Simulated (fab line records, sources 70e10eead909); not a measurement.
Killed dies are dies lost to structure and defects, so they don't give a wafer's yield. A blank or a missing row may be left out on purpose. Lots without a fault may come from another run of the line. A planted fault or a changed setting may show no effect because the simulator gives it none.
Chamber matching | flow nand_harc | NHARC_P_GATE_DESCUM_13 on rie_diel-13: 4 sister chambers
The step chemistry O2, time 3 s. 18 wafers are shown with their chamber, then 9 later ones without.

WAFERS WITH THEIR CHAMBER
wafer  | chamber | showerhead_plenum_p_Torr (Torr) | drypump_motor_current_A (A) | oes_product_au (a.u.)
L599.1 | 2       | 1.87                            | 5.6                         | 1.005
L599.2 | 0       | 1.81                            | 5.8                         | 1.000
L599.3 | 3       | 2.00                            | 6.0                         | 0.995
L601.1 | 2       | 1.87                            | 5.6                         | 1.009
L601.5 | 1       | 1.98                            | 6.8                         | 1.000
L601.6 | 2       | 1.87                            | 5.6                         | 1.009
L604.1 | 2       | 1.87                            | 5.5                         | 1.007
L604.5 | 3       | 2.00                            | 6.1                         | 0.997
L604.6 | 2       | 1.87                            | 5.5                         | 1.016
L608.1 | 3       | 2.00                            | 6.0                         | 0.996
L608.2 | 2       | 1.87                            | 5.6                         | 0.999
L608.4 | 1       | 1.98                            | 6.8                         | 1.006
L609.1 | 0       | 1.80                            | 5.7                         | 0.995
L609.2 | 2       | 1.87                            | 5.6                         | 1.000
L609.6 | 0       | 1.80                            | 5.7                         | 0.992
L610.2 | 2       | 1.87                            | 5.6                         | 0.998
L610.4 | 1       | 1.98                            | 6.8                         | 1.010
L610.5 | 2       | 1.87                            | 5.6                         | 1.013

SIGNATURES (means of the wafers above)
reading                  | chamber 0 | chamber 1 | chamber 2 | chamber 3 | scatter within a chamber
showerhead_plenum_p_Torr | 1.8033    | 1.9800    | 1.8700    | 2.0000    | 0.00218
drypump_motor_current_A  | 5.733     | 6.800     | 5.578     | 6.033     | 0.0454
oes_product_au           | 0.99567   | 1.00533   | 1.00622   | 0.99600   | 0.00536
Rule: a wafer's distance from a chamber is the root of the sum, over the readings, of the square of ((its reading less the chamber's mean) divided by the reading's scatter). The wafer belongs to the nearest chamber; if the next one is less than 2 further off, it can't be placed. The scatter: the root of (the sum of the squares of (reading less its chamber's mean) over the shown wafers, divided by (wafers less chambers)).

WAFERS WITHOUT THEIR CHAMBER
wafer  | showerhead_plenum_p_Torr (Torr) | drypump_motor_current_A (A) | oes_product_au (a.u.)
L612.1 | 1.98                            | 6.8                         | 0.999
L612.2 | 1.80                            | 5.8                         | 1.002
L612.3 | 1.87                            | 5.5                         | 0.998
L620.2 | 1.98                            | 6.8                         | 1.018
L620.3 | 1.80                            | 5.8                         | 1.010
L620.6 | 1.87                            | 5.6                         | 0.998
L621.4 | 1.87                            | 5.6                         | 1.000
L621.5 | 1.87                            | 5.6                         | 0.996
L621.6 | 2.00                            | 6.0                         | 0.988

WHICH CHAMBER EACH WENT THROUGH
wafer  | from the rows above | in truth
L612.1 | 1                   | 1
L612.2 | 0                   | 0
L612.3 | 2                   | 2
L620.2 | 1                   | 1
L620.3 | 0                   | 0
L620.6 | 2                   | 2
L621.4 | 2                   | 2
L621.5 | 2                   | 2
L621.6 | 3                   | 3
Placed correctly: 9 of 9. Can't be placed from these rows: 0. Placed wrongly: 0.
